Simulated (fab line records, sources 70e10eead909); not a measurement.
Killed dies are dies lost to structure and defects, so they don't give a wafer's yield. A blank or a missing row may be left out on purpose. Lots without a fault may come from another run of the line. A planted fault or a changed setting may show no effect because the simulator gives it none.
Chamber matching | flow nand_harc | NHARC_A_CHANNEL_HOLE_D1_DESCUM_15 on rie_diel-05: 4 sister chambers
The step chemistry O2, time 3 s. 4 wafers are shown with their chamber, then 9 later ones without.

WAFERS WITH THEIR CHAMBER
wafer  | chamber | showerhead_plenum_p_Torr (Torr)
L083.4 | 2       | 1.99
L085.1 | 3       | 2.03
L085.2 | 1       | 1.91
L085.3 | 0       | 2.07

WAFERS WITHOUT THEIR CHAMBER
wafer  | showerhead_plenum_p_Torr (Torr)
L090.1 | 2.03
L090.3 | 2.06
L090.4 | 1.99
L096.3 | 1.99
L096.4 | 2.02
L096.6 | 2.03
L095.2 | 2.02
L095.3 | 1.99
L095.5 | 1.91

WHICH CHAMBER EACH WENT THROUGH
wafer  | from the rows above | in truth
L090.1 | 3                   | 3
L090.3 | 0                   | 0
L090.4 | 2                   | 2
L096.3 | 2                   | 2
L096.4 | 3                   | 3
L096.6 | 3                   | 3
L095.2 | 3                   | 3
L095.3 | 2                   | 2
L095.5 | 1                   | 1
Placed correctly: 9 of 9. Can't be placed from these rows: 0. Placed wrongly: 0.
How it was worked out, from the rows above alone: a wafer's distance from a chamber is the root of the sum, over the readings, of the square of ((its reading less the chamber's mean) divided by the reading's scatter). The wafer belongs to the nearest chamber; if the next one is less than 2 further off, it can't be placed. A chamber's mean is the mean of its shown wafers. The scatter: with one shown wafer a chamber, the root of the mean of the squares of how far each hidden wafer lies from its nearest shown one.
